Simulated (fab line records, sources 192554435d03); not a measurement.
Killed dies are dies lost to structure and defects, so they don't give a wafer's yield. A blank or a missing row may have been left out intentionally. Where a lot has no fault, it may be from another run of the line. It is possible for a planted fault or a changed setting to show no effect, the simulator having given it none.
fab line records -- flow n5_finfet
[record] lots = 6, wafers = 18, last_day = 16
route steps=1938 shown BEOL_M9@1434 PASSIVATION@1936
lots with no fault: from the same line, run without faults
start_h: start of the lot's first displayed wafer, in hours after the record's first day -- wait_h: hours elapsed since this lot's preceding step -- " identical to the entry in the row above -- L1.1+2: several wafers, shown together as one row -- - no value, or no start given -- * or withheld: withheld -- < > ~ a bound
route shown NAME@n: NAME is a module with steps in the file, n the number in the route of the first one -- usual: average and standard deviation across the fault-free wafers -- same: alike in all rows -- chamber/n: place in a boat -- sites: readings site by site -- _std_site: their standard deviation -- _edge_site: the outer-site mean with the inner-site mean subtracted -- radius_mm: how far each site lies from the wafer's centre -- mask NAME#n: copy n -- behind: the tool/chamber that last shaped the wafer -- hold: cause of the lot's hold/its duration in hours/its outcome -- device: the n, p or np transistor that did not switch -- end of line: tests of these same wafers at the route's end -- a step without rows: its recipe alone -- killed: dies that structure and defects cost at the first sort, which is not the same as the wafer's yield -- map: the dies of a wafer, with x for killed, . for not killed, _ for no die there
set.NAME: the setting the step ran with; set.NAME@STEP: the setting that earlier step ran with -- model.NAME: the simulator's own value behind a step, which no gauge read
a table for each step, a row for each wafer; lots at some steps of the route
services: a tool's chamber out of use, with start hour (start_h, from the record's first day; less than 0 if before it), hours out, and reason
[[steps]]
[step N5_BEOL_M9_CD_MEAS_28]
[recipe] target_cd_nm = 70, landing_energy_ev = 500, detector = se_inlens, polarity = opening
[usual] cd_nm = 70.03/0.26
lot.wafer,tool,chamber,start_h,wait_h,cd_nm
L415.1,cd_sem-03,0,213.32,-,69.69
L415.2,cd_sem-03,0,213.32,-,70.32
L415.6,cd_sem-03,0,213.32,-,70.04
L418.2,cd_sem-02,0,241.36,-,70.26
L418.4,cd_sem-02,0,241.36,-,70.02
L418.5,cd_sem-02,0,241.36,-,70.12
L422.2,cd_sem-03,0,252.73,-,69.66
L422.3,cd_sem-03,0,252.73,-,69.96
L422.5,cd_sem-03,0,252.73,-,69.86
L430.2,cd_sem-02,0,295.62,-,69.80
L430.4,cd_sem-02,0,295.62,-,69.66
L430.5,cd_sem-02,0,295.62,-,69.71
L428.1,cd_sem-02,0,295.78,-,70.50
L428.4,cd_sem-02,0,295.78,-,70.61
L428.6,cd_sem-02,0,295.78,-,70.48
L432.2,cd_sem-03,0,317.41,-,70.06
L432.3,cd_sem-03,0,317.41,-,70.07
L432.5,cd_sem-03,0,317.41,-,69.93
[step N5_BEOL_M9_OVL_MEAS_29]
[recipe] points_per_wafer = 522
[usual] V8_OVL = 0.0/0.75
lot.wafer,tool,chamber,start_h,wait_h,V8_OVL[nm]
L415.1,overlay-02,0,213.36,0.0,-0.8
L415.2,overlay-02,0,213.36,0.0,-0.8
L415.6,overlay-02,0,213.36,0.0,-0.7
L418.2,overlay-01,0,241.41,0.0,-0.4
L418.4,overlay-01,0,241.41,0.0,0.8
L418.5,overlay-01,0,241.41,0.0,1.0
L422.2,overlay-02,0,252.77,0.0,-1.0
L422.3,overlay-02,0,252.77,0.0,-1.2
L422.5,overlay-02,0,252.77,0.0,-0.5
L430.2,overlay-01,0,295.65,0.0,1.0
L430.4,overlay-01,0,295.65,0.0,0.4
L430.5,overlay-01,0,295.65,0.0,0.1
L428.1,overlay-02,0,295.81,0.0,0.2
L428.4,overlay-02,0,295.81,0.0,0.2
L428.6,overlay-02,0,295.81,0.0,0.2
L432.2,overlay-02,0,317.44,0.0,-0.4
L432.3,overlay-02,0,317.44,0.0,-0.7
L432.5,overlay-02,0,317.44,0.0,-0.5
[step N5_BEOL_M9_INSPECT_30]
[recipe] mode = adi, inspect_instrument = brightfield
[usual] raw_defect_count = 401/89
lot.wafer,tool,chamber,start_h,wait_h,raw_defect_count
L415.1,defect_inspect-02,-,213.41,0.1,497
L415.2,defect_inspect-02,-,213.41,0.1,443
L415.6,defect_inspect-02,-,213.41,0.1,534
L418.2,defect_inspect-02,-,241.46,0.0,346
L418.4,defect_inspect-02,-,241.46,0.0,409
L418.5,defect_inspect-02,-,241.46,0.0,375
L422.2,defect_inspect-02,-,252.82,0.0,479
L422.3,defect_inspect-02,-,252.82,0.0,457
L422.5,defect_inspect-02,-,252.82,0.0,554
L430.2,defect_inspect-01,-,295.70,0.0,453
L430.4,defect_inspect-01,-,295.70,0.0,520
L430.5,defect_inspect-01,-,295.70,0.0,490
L428.1,defect_inspect-02,-,295.87,0.1,377
L428.4,defect_inspect-02,-,295.87,0.1,421
L428.6,defect_inspect-02,-,295.87,0.1,340
L432.2,defect_inspect-02,-,317.50,0.0,406
L432.3,defect_inspect-02,-,317.50,0.0,319
L432.5,defect_inspect-02,-,317.50,0.0,323
[step N5_BEOL_M9_DESCUM_33]
[recipe] chemistry = O2, time_s = 7, source_power_w = 50, bias_power_w = 20, pressure_mtorr = 20, rf_frequency_hz = 2.712e+07, temp_c = 40, resist = CAR-EUV, o2_flow_sccm = 225
[step N5_BEOL_M9_ETCH_76]
[recipe] chemistry = N2/H2, target = underlayer, target_depth_a = 65, mask_material = CAR-EUV, time_s = 5.2, ion_energy_ev = 200, pressure_mtorr = 30, source_w = 840, bias_w = 150, n2_flow_sccm = 200, h2_flow_sccm = 200, ends = cleared
[usual] bias_w = 149.9/0.52, drypump_motor_current_A = 5.7/0.63, etch_rf_on_time_s = 5.13/0.1, oes_product_au = 0.69/0.083, rf_vpp_V = 524/3.2, showerhead_plenum_p_Torr = 2.54/0.11, throttle_valve_pct = 17.79/0.22
lot.wafer,tool,chamber,start_h,wait_h,bias_w,drypump_motor_current_A,etch_rf_on_time_s,oes_product_au,rf_hours_counter_h,rf_vpp_V,showerhead_plenum_p_Torr,throttle_valve_pct
L415.1,rie_diel-05,2,213.48,0.0,149.6,6.2,5.23,0.61,185,520,2.42,17.92
L415.2,rie_diel-05,1,213.48,0.0,149.4,6.0,5.11,0.84,3,521,2.51,17.97
L415.6,rie_diel-05,2,213.48,0.0,149.7,6.2,5.29,0.60,-,520,2.42,17.94
L418.2,rie_diel-05,0,241.53,0.0,149.3,4.7,5.12,0.73,59,523,2.47,17.61
L418.4,rie_diel-05,1,241.53,0.0,150.2,6.0,5.15,0.80,12,523,2.51,17.98
L418.5,rie_diel-05,3,241.53,0.0,151.1,6.8,5.17,0.64,-,520,2.44,17.91
L422.2,rie_diel-05,2,252.89,0.0,150.1,6.2,5.24,0.60,196,519,2.42,17.96
L422.3,rie_diel-05,3,252.89,0.0,149.2,6.8,5.11,0.64,168,521,2.44,17.92
L422.5,rie_diel-05,0,252.89,0.0,151.0,4.7,5.00,0.73,-,521,2.47,17.63
L430.2,rie_diel-01,0,295.77,0.0,149.9,6.0,5.06,0.79,25,523,2.60,17.72
L430.4,rie_diel-01,1,295.77,0.0,149.7,5.8,5.08,0.73,72,528,2.68,17.62
L430.5,rie_diel-01,3,295.77,0.0,149.4,4.9,5.04,0.76,-,525,2.60,17.51
L428.1,rie_diel-03,2,295.94,0.0,150.2,5.2,5.25,0.61,185,527,2.63,17.76
L428.4,rie_diel-03,2,295.94,0.0,149.6,5.1,5.23,0.61,-,527,2.63,17.74
L428.6,rie_diel-03,0,295.94,0.0,150.4,5.3,4.98,0.84,-,524,2.59,17.53
L432.2,rie_diel-01,2,317.56,0.0,150.1,6.3,5.15,0.61,220,527,2.62,18.38
L432.3,rie_diel-01,1,317.56,0.0,149.3,5.8,5.01,0.73,79,525,2.68,17.63
L432.5,rie_diel-01,1,317.56,0.0,149.0,5.8,5.03,0.72,-,528,2.68,17.62
[step N5_BEOL_M9_ETCH_65]
[recipe] chemistry = CF4, target = SiARC, target_depth_a = 156, mask_material = CAR-EUV, time_s = 26, ion_energy_ev = 80, pressure_mtorr = 40, source_w = 545, bias_w = 36, Ar_flow_sccm = 100, cf4_flow_sccm = 100, ends = cleared
[usual] bias_w = 36.01/0.1, drypump_motor_current_A = 5.7/0.63, etch_rf_on_time_s = 25.7/0.44, oes_product_au = 0.69/0.084, rf_vpp_V = 184.0/1.4, showerhead_plenum_p_Torr = 2.14/0.084, throttle_valve_pct = 15.54/0.2
lot.wafer,tool,chamber,start_h,wait_h,bias_w,drypump_motor_current_A,etch_rf_on_time_s,oes_product_au,rf_hours_counter_h,rf_vpp_V,showerhead_plenum_p_Torr,throttle_valve_pct
L415.1,rie_diel-05,2,213.50,0.0,35.94,6.2,26.2,0.60,185,182.9,2.04,15.76
L415.2,rie_diel-05,1,213.50,0.0,35.95,6.0,25.6,0.82,3,184.6,2.10,15.41
L415.6,rie_diel-05,2,213.50,0.0,36.05,6.2,25.9,0.61,-,183.9,2.04,15.76
L418.2,rie_diel-05,0,241.54,0.0,35.92,4.7,25.8,0.73,59,181.6,2.09,15.41
L418.4,rie_diel-05,1,241.54,0.0,35.97,6.0,26.0,0.79,12,183.9,2.10,15.44
L418.5,rie_diel-05,3,241.54,0.0,35.93,6.7,26.1,0.64,-,181.9,2.06,15.70
L422.2,rie_diel-05,2,252.90,0.0,36.00,6.3,26.2,0.60,196,182.0,2.04,15.78
L422.3,rie_diel-05,3,252.90,0.0,35.90,6.8,25.9,0.64,168,182.0,2.06,15.71
L422.5,rie_diel-05,0,252.90,0.0,36.12,4.7,25.3,0.72,-,182.8,2.09,15.43
L430.2,rie_diel-01,0,295.79,0.0,35.96,6.0,25.0,0.80,25,184.9,2.18,15.42
L430.4,rie_diel-01,1,295.79,0.0,36.04,5.8,25.4,0.73,72,187.2,2.25,15.43
L430.5,rie_diel-01,3,295.79,0.0,36.03,4.9,25.0,0.77,-,184.3,2.19,15.28
L428.1,rie_diel-03,2,295.96,0.0,35.98,5.1,26.7,0.61,185,185.8,2.21,15.59
L428.4,rie_diel-03,2,295.96,0.0,35.96,5.1,26.4,0.62,-,185.3,2.21,15.58
L428.6,rie_diel-03,0,295.96,0.0,35.84,5.3,25.4,0.83,-,183.3,2.19,15.17
L432.2,rie_diel-01,2,317.58,0.0,36.15,6.4,26.2,0.61,220,183.5,2.20,15.99
L432.3,rie_diel-01,1,317.58,0.0,36.11,5.8,26.1,0.71,79,185.8,2.25,15.44
L432.5,rie_diel-01,1,317.58,0.0,36.21,5.8,25.7,0.72,-,183.8,2.25,15.44
[step N5_BEOL_M9_ETCH_66]
[recipe] chemistry = N2/H2, target = SOC, target_depth_a = 800, overetch_a = 160, mask_material = SiARC, temp_c = 40, time_s = 120, ion_energy_ev = 200, pressure_mtorr = 30, source_w = 840, bias_w = 150, n2_flow_sccm = 200, h2_flow_sccm = 200
[step N5_BEOL_M9_STRIP_69]
[recipe] chemistry = N2/H2, temp_c = 40, n2_flow_sccm = 200, h2_flow_sccm = 200, rf_frequency_hz = 6e+07
[step N5_BEOL_M9_STRIP_77]
[recipe] chemistry = N2/H2, temp_c = 40, n2_flow_sccm = 200, h2_flow_sccm = 200, rf_frequency_hz = 6e+07
[step N5_BEOL_M9_VIA_ETCH_34]
[recipe] chemistry = C4F6/O2, target = SiCOH_lowk, target_depth_a = 1824, mask_material = SOC, taper_deg = 4, time_s = 68.4, ion_energy_ev = 250, pressure_mtorr = 30, source_w = 345, bias_w = 185, Ar_flow_sccm = 300, C4F6_flow_sccm = 10, O2_flow_sccm = 10
[usual] bias_w = 185.0/0.56, drypump_motor_current_A = 5.7/0.63, oes_product_au = 0.81/0.098, rf_vpp_V = 663/5.9, showerhead_plenum_p_Torr = 2.84/0.11, throttle_valve_pct = 20.84/0.18
[same] time_s = 68.4
lot.wafer,tool,chamber,start_h,wait_h,bias_w,drypump_motor_current_A,oes_product_au,rf_hours_counter_h,rf_vpp_V,showerhead_plenum_p_Torr,throttle_valve_pct
L415.1,rie_diel-05,2,213.63,0.0,184.9,6.2,0.70,185,658,2.72,21.00
L415.2,rie_diel-05,1,213.63,0.0,186.0,6.0,0.99,3,670,2.79,20.78
L415.6,rie_diel-05,2,213.63,0.0,185.5,6.2,0.71,-,657,2.72,21.01
L418.2,rie_diel-05,0,241.67,0.0,185.8,4.7,0.85,59,658,2.78,20.76
L418.4,rie_diel-05,1,241.67,0.0,185.2,6.0,0.94,12,671,2.79,20.80
L418.5,rie_diel-05,3,241.67,0.0,184.6,6.8,0.76,-,653,2.74,21.01
L422.2,rie_diel-05,2,253.03,0.0,183.9,6.2,0.69,197,657,2.71,21.05
L422.3,rie_diel-05,3,253.03,0.0,184.7,6.8,0.75,168,652,2.74,21.02
L422.5,rie_diel-05,0,253.03,0.0,185.0,4.6,0.84,-,658,2.78,20.78
L430.2,rie_diel-01,0,295.92,0.0,185.5,6.0,0.95,25,666,2.90,20.77
L430.4,rie_diel-01,1,295.92,0.0,185.8,5.8,0.85,72,667,3.00,20.77
L430.5,rie_diel-01,3,295.92,0.0,184.0,4.9,0.89,-,662,2.92,20.64
L428.1,rie_diel-03,2,296.08,0.0,184.3,5.2,0.72,185,661,2.93,20.78
L428.4,rie_diel-03,2,296.08,0.0,185.2,5.2,0.72,-,661,2.93,20.77
L428.6,rie_diel-03,0,296.08,0.0,185.3,5.4,0.98,-,670,2.91,20.50
L432.2,rie_diel-01,2,317.71,0.0,185.0,6.4,0.72,220,663,2.93,21.29
L432.3,rie_diel-01,1,317.71,0.0,184.4,5.8,0.85,79,668,2.99,20.77
L432.5,rie_diel-01,1,317.71,0.0,184.6,5.8,0.84,-,666,2.99,20.75
[step N5_BEOL_M9_STRIP_73]
[recipe] chemistry = C4F6/O2, resist = SiARC, rf_frequency_hz = 6e+07
[step N5_BEOL_M9_STRIP_36]
[recipe] chemistry = N2/H2, power_w = 450, temp_c = 40, pressure_mtorr = 20, rf_frequency_hz = 6e+07, overash_fraction = 0.3, bias_power_w = 7, h2_frac = 0.5, n2_flow_sccm = 200, h2_flow_sccm = 200
[usual] drypump_motor_current_A = 5.7/0.63, oes_product_au = 0.81/0.096, rf_vpp_V = 59.3/1.4, showerhead_plenum_p_Torr = 2.54/0.11, throttle_valve_pct = 23.57/0.28
lot.wafer,tool,chamber,start_h,wait_h,drypump_motor_current_A,oes_product_au,rf_hours_counter_h,rf_vpp_V,showerhead_plenum_p_Torr,throttle_valve_pct
L415.1,rie_diel-05,2,213.69,0.0,6.2,0.71,185,59.6,2.42,23.61
L415.2,rie_diel-05,1,213.69,0.0,6.0,0.98,3,61.2,2.51,24.04
L415.6,rie_diel-05,2,213.69,0.0,6.2,0.71,-,57.7,2.42,23.60
L418.2,rie_diel-05,0,241.73,0.0,4.7,0.85,59,58.6,2.47,23.35
L418.4,rie_diel-05,1,241.73,0.0,6.0,0.93,12,60.9,2.50,24.05
L418.5,rie_diel-05,3,241.73,0.0,6.8,0.76,-,57.3,2.43,23.58
L422.2,rie_diel-05,2,253.09,0.0,6.3,0.69,197,59.9,2.41,23.62
L422.3,rie_diel-05,3,253.09,0.0,6.8,0.75,168,59.3,2.43,23.59
L422.5,rie_diel-05,0,253.09,0.0,4.7,0.83,-,59.0,2.47,23.34
L430.2,rie_diel-01,0,295.98,0.0,6.0,0.92,25,59.2,2.60,23.58
L430.4,rie_diel-01,1,295.98,0.0,5.8,0.85,72,60.5,2.68,23.31
L430.5,rie_diel-01,3,295.98,0.0,4.9,0.89,-,58.2,2.59,23.27
L428.1,rie_diel-03,2,296.15,0.0,5.1,0.72,185,58.7,2.63,23.37
L428.4,rie_diel-03,2,296.15,0.0,5.2,0.72,-,61.1,2.63,23.37
L428.6,rie_diel-03,0,296.15,0.0,5.4,0.99,-,59.9,2.59,23.51
L432.2,rie_diel-01,2,317.77,0.0,6.3,0.71,220,58.9,2.62,24.25
L432.3,rie_diel-01,1,317.77,0.0,5.8,0.85,79,58.8,2.68,23.28
L432.5,rie_diel-01,1,317.77,0.0,5.8,0.85,-,59.5,2.68,23.32
[step N5_BEOL_M9_TRENCH_ETCH_37]
[recipe] chemistry = C4F6/O2, target_depth_a = 1514.3, target = SiCOH_lowk, time_s = 49, ion_energy_ev = 250, pressure_mtorr = 30, source_w = 345, bias_w = 185, Ar_flow_sccm = 300, C4F6_flow_sccm = 10, O2_flow_sccm = 10
[usual] bias_w = 185.0/0.52, drypump_motor_current_A = 5.7/0.62, oes_product_au = 0.81/0.097, rf_vpp_V = 663/6, showerhead_plenum_p_Torr = 2.84/0.11, throttle_valve_pct = 20.86/0.18
[same] time_s = 49
lot.wafer,tool,chamber,start_h,wait_h,bias_w,drypump_motor_current_A,oes_product_au,rf_hours_counter_h,rf_vpp_V,showerhead_plenum_p_Torr,throttle_valve_pct
L415.1,rie_diel-05,2,213.73,-,185.5,6.2,0.70,185,657,2.72,21.03
L415.2,rie_diel-05,1,213.73,-,184.9,6.0,0.97,3,671,2.79,20.79
L415.6,rie_diel-05,2,213.73,-,184.4,6.2,0.70,-,658,2.72,21.04
L418.2,rie_diel-05,0,241.77,-,192.7,4.7,0.85,59,680,2.78,20.79
L418.4,rie_diel-05,1,241.77,-,192.6,6.0,0.94,12,694,2.79,20.83
L418.5,rie_diel-05,3,241.77,-,192.5,6.8,0.76,-,675,2.74,21.05
L422.2,rie_diel-05,2,253.13,-,191.9,6.2,0.70,197,679,2.71,21.05
L422.3,rie_diel-05,3,253.13,-,193.3,6.8,0.76,168,674,2.74,21.03
L422.5,rie_diel-05,0,253.13,-,193.0,4.7,0.85,-,679,2.78,20.80
L430.2,rie_diel-01,0,296.02,-,185.0,6.0,0.94,25,667,2.90,20.79
L430.4,rie_diel-01,1,296.02,-,185.1,5.8,0.85,72,667,3.00,20.78
L430.5,rie_diel-01,3,296.02,-,184.9,4.9,0.89,-,661,2.92,20.67
L428.1,rie_diel-03,2,296.19,-,185.0,5.2,0.72,185,661,2.93,20.82
L428.4,rie_diel-03,2,296.19,-,185.3,5.2,0.72,-,662,2.93,20.80
L428.6,rie_diel-03,0,296.19,-,185.3,5.3,0.97,-,672,2.91,20.52
L432.2,rie_diel-01,2,317.81,-,184.7,6.4,0.72,220,662,2.92,21.32
L432.3,rie_diel-01,1,317.81,-,184.7,5.8,0.85,79,666,2.99,20.78
L432.5,rie_diel-01,1,317.81,-,185.0,5.8,0.86,-,667,2.99,20.78
[step N5_BEOL_M9_ETCH_41]
[recipe] chemistry = CH3F/O2, target = SiCN, target_depth_a = 366, taper_deg = 2, time_s = 70.1, ion_energy_ev = 120, mask_material = TiN, pressure_mtorr = 30, source_w = 395, bias_w = 75, Ar_flow_sccm = 150, CH3F_flow_sccm = 30, O2_flow_sccm = 20
[usual] bias_w = 74.99/0.23, drypump_motor_current_A = 5.7/0.63, oes_product_au = 0.81/0.099, rf_vpp_V = 297.3/1.9, showerhead_plenum_p_Torr = 2.00/0.084, throttle_valve_pct = 16.25/0.2
[same] time_s = 70.1
lot.wafer,tool,chamber,start_h,wait_h,bias_w,drypump_motor_current_A,oes_product_au,rf_hours_counter_h,rf_vpp_V,showerhead_plenum_p_Torr,throttle_valve_pct
L415.1,rie_diel-05,2,-,-,75.03,6.2,0.70,185,295.6,1.91,16.48
L415.2,rie_diel-05,1,-,-,74.77,6.0,0.97,3,296.4,1.96,16.14
L415.6,rie_diel-05,2,-,-,74.65,6.2,0.70,-,295.5,1.91,16.47
L418.2,rie_diel-05,0,-,-,75.38,4.7,0.85,59,296.7,1.95,16.14
L418.4,rie_diel-05,1,-,-,74.74,6.0,0.94,12,296.8,1.96,16.16
L418.5,rie_diel-05,3,-,-,74.62,6.8,0.76,-,294.6,1.92,16.42
L422.2,rie_diel-05,2,-,-,74.76,6.2,0.70,197,296.0,1.90,16.48
L422.3,rie_diel-05,3,-,-,74.92,6.8,0.75,168,298.3,1.92,16.44
L422.5,rie_diel-05,0,-,-,75.14,4.7,0.84,-,295.3,1.95,16.16
L430.2,rie_diel-01,0,-,-,74.72,6.0,0.94,25,299.3,2.04,16.14
L430.4,rie_diel-01,1,-,-,74.81,5.8,0.85,72,300.0,2.11,16.15
L430.5,rie_diel-01,3,-,-,74.90,4.9,0.90,-,296.6,2.05,15.98
L428.1,rie_diel-03,2,-,-,75.08,5.1,0.72,185,298.2,2.07,16.30
L428.4,rie_diel-03,2,-,-,75.09,5.1,0.72,-,299.2,2.07,16.29
L428.6,rie_diel-03,0,-,-,75.28,5.3,0.98,-,297.7,2.05,15.86
L432.2,rie_diel-01,2,-,-,74.64,6.4,0.71,220,298.0,2.06,16.69
L432.3,rie_diel-01,1,-,-,75.28,5.8,0.85,79,300.2,2.11,16.19
L432.5,rie_diel-01,1,-,-,75.38,5.8,0.84,-,299.2,2.11,16.19
[step N5_PASSIVATION_PROBE_49]
[usual] defect_limited_yield = 91.1/1.3, killed_at_M0_to_M3 = 36/10, killed_at_M4_up = 14/4.4, killed_at_contacts = 14/5.7, killed_at_front_end = 39/9.4, killed_at_other = 2.9/2.6, killed_dies = 105/15, killed_on_rim = 14/3.5, killed_open = 70/12, killed_short = 34/7.1, sort_bin_5_function = 5.3/0.77, sort_bin_6_memory = 3.3/0.66, sort_n_pass = 1075/15, sort_yield_pct = 91.1/1.3
[same] gross_dies = 1180, killed_at_back_side = 0, sort_bin_4_leakage[%] = 0, sort_bin_8_speed[%] = 0
lot.wafer,tool,chamber,start_h,wait_h,defect_limited_yield[%],killed_at_M0_to_M3,killed_at_M4_up,killed_at_contacts,killed_at_front_end,killed_at_other,killed_dies,killed_on_rim,killed_open,killed_short,sort_bin_5_function[%],sort_bin_6_memory[%],sort_n_pass,sort_yield_pct[%]
L415.1,prober-01,-,280.70,0.0,92.5,27,8,10,43,1,89,10,55,34,4.8,2.6,1091,92.5
L415.2,prober-01,-,280.75,0.1,91.3,34,12,13,43,1,103,17,71,32,5.6,3.0,1077,91.3
L415.6,prober-01,-,280.95,0.3,92.8,25,13,11,36,0,85,11,54,27,4.2,2.5,1095,92.8
L430.2,prober-02,-,351.99,0.1,91.6,26,8,24,41,0,99,13,73,26,5.5,2.7,1081,91.6
L430.4,prober-02,-,352.09,0.2,91.4,41,13,16,31,1,102,13,75,25,4.8,3.4,1078,91.4
L430.5,prober-02,-,352.14,0.2,91.3,39,12,9,41,2,103,14,70,32,5.6,2.9,1077,91.3
L428.1,prober-01,-,360.02,0.0,89.1,34,23,22,45,5,129,19,99,28,5.7,4.7,1051,89.1
L428.4,prober-01,-,360.17,0.2,90.2,44,14,11,42,5,116,15,75,41,5.9,3.5,1064,90.2
L428.6,prober-01,-,360.27,0.3,90.3,37,12,10,55,0,114,13,81,31,5.2,4.3,1066,90.3
L432.2,prober-01,-,373.48,0.1,90.5,68,8,10,23,3,112,14,65,43,5.8,3.2,1068,90.5
L432.3,prober-01,-,373.53,0.1,91.3,29,21,18,33,2,103,9,66,34,5.5,2.8,1077,91.3
L432.5,prober-01,-,373.63,0.2,88.9,51,16,12,48,4,131,20,76,50,7.4,3.6,1049,88.9
// killed by level:class
L415.1 FIN_SAQP:geometric_particle:short=10 DUMMY_GATE:geometric_particle:open=9 BEOL_M0_SAQP:geometric_particle:open=8 BEOL_M3:geometric_particle:open=8 MOL_CONTACT_COAG:geometric_particle:open=7 GATE_CUT:geometric_particle:short=6 FIN_SAQP:geometric_particle:open=5 BEOL_M0_SAQP:geometric_particle:short=4
L415.2 BEOL_M3:geometric_particle:open=14 MOL_CONTACT_COAG:geometric_particle:open=11 BEOL_M2:geometric_particle:open=8 STI_FIN_REVEAL:geometric_particle:open=6 ILD0:geometric_particle:open=6 FIN_SAQP:geometric_particle:short=5 DUMMY_GATE:geometric_particle:open=5 ILD0:geometric_particle:short=4
L415.6 STI_FIN_REVEAL:geometric_particle:open=13 MOL_CONTACT_COAG:geometric_particle:open=9 BEOL_M2:geometric_particle:open=6 GATE_CUT:geometric_particle:short=5 BEOL_M3:geometric_particle:open=5 BEOL_M2:geometric_particle:short=4 DUMMY_GATE:geometric_particle:short=3 ILD0:geometric_particle:short=3
L430.2 MOL_CONTACT_COAG:geometric_particle:open=20 STI_FIN_REVEAL:geometric_particle:open=14 FIN_SAQP:geometric_particle:open=8 BEOL_M2:geometric_particle:open=7 BEOL_M3:geometric_particle:open=7 FIN_SAQP:geometric_particle:short=5 BEOL_M1:geometric_particle:open=5 MOL_CONTACT_COAG:geometric_particle:short=4
L430.4 MOL_CONTACT_COAG:geometric_particle:open=15 BEOL_M1:geometric_particle:open=10 BEOL_M2:geometric_particle:open=8 BEOL_M3:geometric_particle:open=8 BEOL_M4:geometric_particle:open=7 FIN_SAQP:geometric_particle:open=6 STI_FIN_REVEAL:geometric_particle:open=5 BEOL_M1:geometric_particle:short=5
L430.5 FIN_SAQP:geometric_particle:open=11 BEOL_M1:geometric_particle:open=11 MOL_CONTACT_COAG:geometric_particle:open=8 BEOL_M0_SAQP:geometric_particle:open=8 FIN_SAQP:geometric_particle:short=6 STI_FIN_REVEAL:geometric_particle:open=6 BEOL_M2:geometric_particle:open=6 BEOL_M3:geometric_particle:open=4
L428.1 STI_FIN_REVEAL:geometric_particle:open=19 MOL_CONTACT_COAG:geometric_particle:open=19 BEOL_M0_SAQP:geometric_particle:open=17 BEOL_M4:geometric_particle:open=12 FIN_SAQP:geometric_particle:open=9 BEOL_M1:geometric_particle:open=6 STI_FIN_REVEAL:geometric_particle:short=5 BEOL_M0_SAQP:geometric_particle:short=5
L428.4 BEOL_M0_SAQP:geometric_particle:open=18 BEOL_M0_SAQP:geometric_particle:short=15 STI_FIN_REVEAL:geometric_particle:open=9 MOL_CONTACT_COAG:geometric_particle:open=7 FIN_SAQP:geometric_particle:open=6 BEOL_M1:geometric_particle:open=6 FIN_SAQP:geometric_particle:short=5 DUMMY_GATE:geometric_particle:open=5
L428.6 STI_FIN_REVEAL:geometric_particle:open=22 BEOL_M0_SAQP:geometric_particle:open=18 BEOL_M0_SAQP:geometric_particle:short=10 FIN_SAQP:geometric_particle:open=8 MOL_CONTACT_COAG:geometric_particle:open=8 GATE_CUT:geometric_particle:short=6 BEOL_M8:geometric_particle:open=6 STI_FIN_REVEAL:geometric_particle:short=4
L432.2 BEOL_M0_SAQP:geometric_particle:open=27 BEOL_M0_SAQP:geometric_particle:short=22 MOL_CONTACT_COAG:geometric_particle:open=8 BEOL_M1:geometric_particle:short=6 STI_FIN_REVEAL:geometric_particle:open=5 BEOL_M3:geometric_particle:open=5 BEOL_M2:geometric_particle:open=4 HKMG_FIN:area_etch=3
L432.3 MOL_CONTACT_COAG:geometric_particle:open=14 BEOL_M0_SAQP:geometric_particle:open=12 STI_FIN_REVEAL:geometric_particle:open=8 BEOL_M0_SAQP:geometric_particle:short=8 BEOL_M4:geometric_particle:open=6 BEOL_M2:geometric_particle:open=6 BEOL_M4:geometric_particle:short=5 FIN_SAQP:geometric_particle:short=4
L432.5 BEOL_M0_SAQP:geometric_particle:short=20 BEOL_M0_SAQP:geometric_particle:open=14 STI_FIN_REVEAL:geometric_particle:open=11 MOL_CONTACT_COAG:geometric_particle:open=11 BEOL_M5:geometric_particle:open=7 FIN_SAQP:geometric_particle:short=5 ILD0:geometric_particle:open=5 GATE_CUT:geometric_particle:short=5
[[services]]
tool,chamber,start_h,hours,kind
rie_diel-01,0,197.61,-,clean
rie_diel-01,0,197.61,-,consumable_replace:focus_ring
rie_diel-01,0,197.61,26.5,scheduled_down
rie_diel-01,0,197.61,26.5,vent_cycle
rie_diel-01,-,202.49,2.8,pm
rie_diel-01,2,247.19,13.3,repair
rie_diel-03,2,251.67,11.3,repair
rie_diel-03,0,263.00,-,clean
rie_diel-03,0,263.00,-,consumable_replace:focus_ring
rie_diel-03,0,263.00,18.7,scheduled_down
rie_diel-03,0,263.00,18.7,vent_cycle
rie_diel-01,2,276.08,10.4,repair
rie_diel-03,1,291.76,7.9,repair
[[key]]
[first_sign] step = N5_BEOL_M9_TRENCH_ETCH_37, reading = bias_w, direction = up, sigmas = 15, usual = *, struck = *
[effect] step = N5_BEOL_M9_TRENCH_ETCH_37, reading = rf_vpp_V, direction = up, sigmas = 2.9, usual = 663, struck = 680
met_at N5_BEOL_M9_TRENCH_ETCH_37
struck_wafers L418.2,L418.4,L418.5,L422.2,L422.3,L422.5
rows_end L418.2,L418.4,L418.5
onset_between 213.73 241.77
[earlier_fault] kind = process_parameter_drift, tool = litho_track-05, chamber = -, onset_h = 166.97, steps = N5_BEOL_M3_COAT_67, channel = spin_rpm, offset = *, shape = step, acts_in = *, stated = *
[fault] kind = process_parameter_drift, tool = rie_diel-05, chamber = -, onset_h = 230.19, steps = N5_BEOL_M9_TRENCH_ETCH_37, channel = bias_w, offset = *, shape = step, acts_in = *, stated = *
// rows_end: these wafers met a further fault down the route, and their rows from its step on are left out
